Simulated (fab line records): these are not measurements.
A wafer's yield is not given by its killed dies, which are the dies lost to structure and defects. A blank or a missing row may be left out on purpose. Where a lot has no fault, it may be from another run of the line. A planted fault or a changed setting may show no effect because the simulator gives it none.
fab line records	flow nandHarc
record: lots: 14	wafers: 42	lastDay: 34
route steps=1302 shown P_BONDPAD@386 A_ZERO_WELL@412 A_ONON_D1@440 A_CHANNEL_HOLE_D1@462
lots untouched by any fault: they come from a run of this same line in which no faults occurred
startH: hours from the record's first day to the start of the lot's first wafer shown	waitH: hours since the lot's step before	" as in the row above	L1.1+2: a row that stands for several wafers	- value missing, or start not given	* or withheld: withheld	< > ~ a bound
route shown NAME@n: NAME is a module with steps in the file, n the number in the route of the first one	usual: mean/standard deviation taken from wafers without a fault	same: alike in all rows	chamber/n: place in a boat	sites: per-site readings	_std_site: the standard deviation of these	_edge_site: outer sites' mean less inner sites'	radiusMm: for every site, how far away it sits from the centre of the wafer	mask NAME#n: copy n	behind: the last tool/chamber to shape the wafer	hold: why the lot went on hold/how many hours it stayed there/how the hold came to an end	device: names the non-switching transistor (n, p or np)	end of line: the route-end tests of the same wafers	a step with no rows: only its recipe	killed: dies that structure and defects cost at the first sort, which is not the same as the wafer's yield	map: dies across one wafer; x = killed, . = not, _ = none there
set.NAME: the setting that was run; set.NAME@STEP: the one run at that earlier step	model.NAME: the simulator's own value behind a step, which no gauge read
steps of the route over a sample of lots; a table a step, a row a wafer
services: from which hour (startH, from the record's first day; less than 0 if before it) a tool's chamber was out of use, for how many hours, and why
== steps ==
step: NHARC_P_BONDPAD_ACTIVATE_29
recipe: timeS: 60	n2FlowSccm: 200	arFlowSccm: 0	biasPowerW: 0	chemistry: N2
usual: drypumpMotorCurrentA: 5.7/0.46	oesProductAu: 0.998/0.0082	rfVppV: 64.2/0.99	showerheadPlenumPTorr: 1.79/0.077
lot.wafer	tool	chamber	startH	waitH	drypumpMotorCurrentA	oesProductAu	rfHoursCounterH	rfVppV	showerheadPlenumPTorr
L200.3	rieDiel-11	0	136.81	0.1	5.5	0.994	0.7	66.5	1.75
L200.2	"	1	"	"	6.3	0.990	0.8	62.7	1.84
L200.4	"	2	"	"	5.1	1.001	0.8	65.4	1.90
L204.4	rieDiel-03	2	179.99	0.1	5.0	0.981	4.2	63.7	1.82
L204.6	"	0	"	"	5.4	0.990	-	64.3	1.83
L204.5	"	1	"	"	6.1	0.985	-	64.7	1.82
L205.1	rieDiel-03	3	185.39	0.1	6.0	1.010	4.0	64.1	1.66
L205.2	"	0	"	"	5.4	0.999	4.0	65.6	1.83
L205.4	"	1	"	"	6.1	0.988	4.5	65.5	1.82
L206.4	rieDiel-11	0	198.96	0.1	5.5	1.002	3.1	62.4	1.75
L206.3	"	3	"	"	5.8	1.004	2.7	63.2	1.72
L206.6	"	0	"	"	5.5	0.997	-	65.2	1.75
L207.2	rieDiel-08	0	201.89	0.1	5.8	1.000	0.0	63.8	1.85
L207.1	"	3	"	"	5.0	0.993	0.0	63.4	1.69
L207.5	"	3	"	"	5.0	0.989	-	63.4	1.69
L210.1	rieDiel-03	0	241.33	0.1	5.4	0.981	8.9	66.6	1.83
L210.3	"	2	"	"	4.9	0.996	8.8	64.3	1.81
L210.6	"	3	"	"	6.1	0.999	-	63.2	1.66
L211.3	rieDiel-03	2	248.36	0.1	4.9	0.997	9.7	65.2	1.81
L211.1	"	1	"	"	6.1	0.983	9.9	64.2	1.82
L211.6	"	2	"	"	4.9	1.007	-	65.0	1.81
L212.6	rieDiel-08	3	258.42	0.1	5.0	0.991	-	64.4	1.69
L212.5	"	0	"	"	5.7	1.007	-	65.0	1.85
L212.4	"	1	"	"	6.1	0.999	-	63.5	1.69
L218.1	rieDiel-11	3	312.21	0.1	5.8	1.006	1.4	62.2	1.72
L218.3	"	0	"	"	5.5	0.998	1.6	63.2	1.75
L218.5	"	0	"	"	5.5	1.001	-	64.0	1.75
L219.3	rieDiel-11	2	325.74	0.1	5.1	1.016	2.4	64.9	1.89
L219.4	"	0	"	"	5.5	1.001	2.2	64.3	1.75
L219.5	"	3	"	"	5.8	1.002	-	65.2	1.72
L221.4	rieDiel-08	3	342.08	0.1	5.0	0.988	8.3	62.3	1.69
L221.5	"	0	"	"	5.8	0.999	-	64.6	1.84
L221.6	"	1	"	"	6.1	1.002	-	62.4	1.69
L220.4	rieDiel-11	3	342.64	0.1	5.8	1.000	2.6	65.2	1.72
L220.2	"	0	"	"	5.5	0.990	2.8	64.3	1.75
L220.3	"	2	"	"	5.1	0.997	3.0	64.5	1.89
L222.1	rieDiel-03	3	355.07	0.1	6.1	0.999	3.6	63.5	1.66
L222.3	"	2	"	"	5.0	0.994	5.3	65.4	1.81
L222.6	"	3	"	"	6.1	1.005	-	63.0	1.66
L223.3	rieDiel-11	2	375.76	0.1	5.1	1.002	4.0	65.3	1.89
L223.4	"	0	"	"	5.5	0.995	3.5	64.0	1.75
L223.5	"	2	"	"	5.1	0.991	-	64.8	1.89
step: NHARC_A_ZERO_WELL_INSPECT_17
usual: rawDefectCount: 10/5.1
lot.wafer	tool	chamber	startH	waitH	rawDefectCount
L200.2	defectInspect-02	-	139.51	0.1	24
L200.3	"	-	"	"	18
L200.4	"	-	"	"	22
L204.4	defectInspect-02	-	182.69	0.1	5
L204.5	"	-	"	"	24
L204.6	"	-	"	"	20
L205.1	defectInspect-01	-	188.20	0.2	2
L205.2	"	-	"	"	2
L205.4	"	-	"	"	7
L206.3	defectInspect-01	-	201.70	0.1	9
L206.4	"	-	"	"	7
L206.6	"	-	"	"	9
L207.1	defectInspect-01	-	204.66	0.2	13
L207.2	"	-	"	"	8
L207.5	"	-	"	"	8
L210.1	defectInspect-01	-	243.90	0.2	13
L210.3	"	-	"	"	19
L210.6	"	-	"	"	22
L211.1	defectInspect-01	-	251.07	0.2	16
L211.3	"	-	"	"	11
L211.6	"	-	"	"	12
L212.4	defectInspect-01	-	261.11	0.1	2
L212.5	"	-	"	"	9
L212.6	"	-	"	"	7
L218.1	defectInspect-01	-	314.96	0.2	6
L218.3	"	-	"	"	15
L218.5	"	-	"	"	9
L219.3	defectInspect-01	-	328.46	0.1	11
L219.4	"	-	"	"	1
L219.5	"	-	"	"	7
L221.4	defectInspect-02	-	344.75	0.1	5
L221.5	"	-	"	"	10
L221.6	"	-	"	"	5
L220.2	defectInspect-02	-	345.33	0.1	7
L220.3	"	-	"	"	5
L220.4	"	-	"	"	16
L222.1	defectInspect-01	-	357.78	0.2	22
L222.3	"	-	"	"	10
L222.6	"	-	"	"	10
L223.3	defectInspect-02	-	378.47	0.1	11
L223.4	"	-	"	"	12
L223.5	"	-	"	"	6
step: NHARC_A_ONON_D1_DEP_22
recipe: targetThkA: 10000	n2FlowSccm: 2750	n2oFlowSccm: 2000	nh3FlowSccm: 500	sih4FlowSccm: 210	tempC: 400
lot.wafer	tool	chamber	startH	waitH
L200.2+3+4	pecvdOnon-03	0	173.78	0.1
L205.1+2+4	pecvdOnon-03	0	216.14	0.1
L204.4+5+6	pecvdOnon-01	0	216.31	0.2
L207.1+2+5	pecvdOnon-01	0	234.16	0.1
L206.3+4+6	pecvdOnon-04	0	234.52	0.2
L210.1+3+6	pecvdOnon-03	0	279.25	0.1
L211.1+3+6	pecvdOnon-01	0	283.03	0.1
L212.4+5+6	pecvdOnon-03	0	295.84	0.2
L218.1+3+5	pecvdOnon-04	0	345.10	0.1
L219.3+4+5	pecvdOnon-04	0	359.76	0.2
L220.2+3+4	pecvdOnon-04	0	376.90	0.1
L221.4+5+6	pecvdOnon-03	0	377.01	0.2
L222.1+3+6	pecvdOnon-01	0	390.98	0.1
L223.3+4+5	pecvdOnon-01	0	411.40	0.2
step: NHARC_A_ONON_D1_THK_MEAS_24
recipe: thkMeasGauge: ellipsometry
usual: thkNm: 996/12
lot.wafer	tool	chamber	startH	waitH	hold	thkNm
L200.2	filmMetro-02	-	174.22	-	-	986
L200.3	"	-	"	"	-	987
L200.4	"	-	"	"	-	985
L204.4	filmMetro-01	-	216.64	-	-	1022
L204.5	"	-	"	"	-	1021
L204.6	"	-	"	"	-	1021
L205.1	filmMetro-02	-	216.65	-	-	983
L205.2	"	-	"	"	-	984
L205.4	"	-	"	"	-	984
L207.1	filmMetro-01	-	234.68	-	-	1005
L207.2	"	-	"	"	-	1006
L207.5	"	-	"	"	-	1007
L206.3	filmMetro-02	-	234.91	-	-	993
L206.4	"	-	"	"	-	994
L206.6	"	-	"	"	-	992
L210.1	filmMetro-02	-	279.76	-	awaitDispo/0.2h/release	1053
L210.3	"	-	"	"	awaitDispo/0.2h/release	1052
L210.6	"	-	"	"	awaitDispo/0.2h/release	1054
L210.1	filmMetro-02	-	279.93	0.2	-	1054
L210.3	"	-	"	"	-	1054
L210.6	"	-	"	"	-	1052
L211.1	filmMetro-02	-	283.54	-	-	1005
L211.3	"	-	"	"	-	1006
L211.6	"	-	"	"	-	1006
L212.4	filmMetro-01	-	296.17	-	awaitDispo/0.2h/release	1081
L212.5	"	-	"	"	awaitDispo/0.2h/release	1080
L212.6	"	-	"	"	awaitDispo/0.2h/release	1081
L212.4	filmMetro-01	-	296.34	0.2	-	1080
L212.5	"	-	"	"	-	1081
L212.6	"	-	"	"	-	1078
L218.1	filmMetro-01	-	345.61	-	-	976
L218.3	"	-	"	"	-	975
L218.5	"	-	"	"	-	976
L219.3	filmMetro-02	-	360.15	-	-	989
L219.4	"	-	"	"	-	990
L219.5	"	-	"	"	-	990
L221.4	filmMetro-01	-	377.35	-	-	1008
L221.5	"	-	"	"	-	1006
L221.6	"	-	"	"	-	1008
L220.2	filmMetro-01	-	377.36	-	-	983
L220.3	"	-	"	"	-	981
L220.4	"	-	"	"	-	982
L222.1	filmMetro-01	-	391.48	-	-	1013
L222.3	"	-	"	"	-	1012
L222.6	"	-	"	"	-	1011
L223.3	filmMetro-01	-	411.80	-	-	998
L223.4	"	-	"	"	-	999
L223.5	"	-	"	"	-	1000
step: NHARC_A_CHANNEL_HOLE_D1_CD_MEAS_10
recipe: targetCdNm: 100	landingEnergyEv: 500
usual: cdNm: 100.1/0.51
lot.wafer	tool	chamber	startH	waitH	cdNm
L200.2	cdSem-03	0	178.93	-	99.6
L200.3	"	0	"	"	99.8
L200.4	"	0	"	"	99.8
L205.1	cdSem-01	0	221.02	-	100.1
L205.2	"	0	"	"	100.5
L205.4	"	0	"	"	100.2
L204.4	cdSem-02	0	221.18	-	100.1
L204.5	"	0	"	"	99.2
L204.6	"	0	"	"	99.9
L207.1	cdSem-02	0	239.15	-	100.9
L207.2	"	0	"	"	100.8
L207.5	"	0	"	"	100.6
L206.3	cdSem-02	0	240.33	-	99.7
L206.4	"	0	"	"	100.1
L206.6	"	0	"	"	100.2
L211.1	cdSem-02	0	287.80	-	99.8
L211.3	"	0	"	"	100.9
L211.6	"	0	"	"	100.8
L218.1	cdSem-02	0	350.67	-	99.9
L218.3	"	0	"	"	100.8
L218.5	"	0	"	"	99.8
L219.3	cdSem-02	0	364.56	-	99.5
L219.4	"	0	"	"	99.3
L219.5	"	0	"	"	100.1
L221.4	cdSem-01	0	385.92	-	99.7
L221.5	"	0	"	"	99.9
L221.6	"	0	"	"	99.5
L220.2	cdSem-03	0	386.41	-	100.2
L220.3	"	0	"	"	100.2
L220.4	"	0	"	"	99.6
L222.1	cdSem-02	0	395.90	-	100.5
L222.3	"	0	"	"	100.6
L222.6	"	0	"	"	100.2
L223.3	cdSem-03	0	416.47	-	99.6
L223.4	"	0	"	"	99.2
L223.5	"	0	"	"	99.8
== services ==
tool	chamber	startH	hours	kind
pecvdOnon-04	-	130.10	13.0	pm
rieDiel-11	0	136.50	-	clean
rieDiel-11	1	136.50	-	clean
rieDiel-11	2	136.50	-	clean
rieDiel-11	3	136.50	-	clean
rieDiel-08	1	144.82	85.5	repair
rieDiel-11	3	185.55	4.1	repair
pecvdOnon-03	-	190.23	11.4	repair
rieDiel-08	-	190.80	9.0	pm
rieDiel-08	2	211.86	9.1	repair
pecvdOnon-03	-	227.00	13.0	pm
rieDiel-08	3	247.54	8.2	repair
rieDiel-11	-	255.50	9.0	pm
rieDiel-08	2	256.48	3.4	repair
rieDiel-08	3	263.35	10.4	repair
pecvdOnon-01	-	269.52	13.0	pm
rieDiel-03	-	281.30	9.0	pm
rieDiel-03	3	291.79	10.1	repair
pecvdOnon-04	-	311.10	13.0	pm
rieDiel-03	3	348.47	3.0	repair
rieDiel-08	-	367.80	9.0	pm
rieDiel-11	3	380.09	4.9	repair
rieDiel-08	0	405.60	8.6	repair
pecvdOnon-03	-	408.00	13.0	pm
== key ==
firstSign: step: NHARC_A_ONON_D1_THK_MEAS_24	reading: visit	direction: added
effect: step: NHARC_A_ONON_D1_THK_MEAS_24	reading: thkNm	direction: up	sigmas: 5.8	usual: 996	struck: 1067
metAt NHARC_A_ONON_D1_DEP_22
struckLots L210,L212
laterRowsLeftOut L210.1,L210.3,L210.6,L212.4,L212.5,L212.6
sortLeftOut L210.1,L210.3,L210.6,L212.4,L212.5,L212.6
testerLeftOut L210,L212
notActingAt NHARC_P_BONDPAD_ACTIVATE_29,NHARC_A_ZERO_WELL_INSPECT_17,NHARC_A_CHANNEL_HOLE_D1_CD_MEAS_10
onsetBetween 216.14 279.25
fault: kind: processParameterDrift	tool: pecvdOnon-03	chamber: -	onsetH: 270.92	steps: NHARC_A_ONON_D1_DEP_22	channel: targetThkA	offset: *	shape: step	endH: 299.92	actsIn: *	stated: *
testerLeftOut: of these lots the tester's yield and bins aren't shown, on N5 and GAA mostly nor the transistor test; their killed dies are dies lost to structure and defects alone, not to doping, threshold or leakage, so they don't give the yield
sortLeftOut: the simulated sort isn't trusted on such a fault, so these wafers' sort isn't shown, and their yield isn't known
laterRowsLeftOut: the simulator's readings of these wafers behind a module that went badly wrong aren't trusted and aren't shown, but for the sort
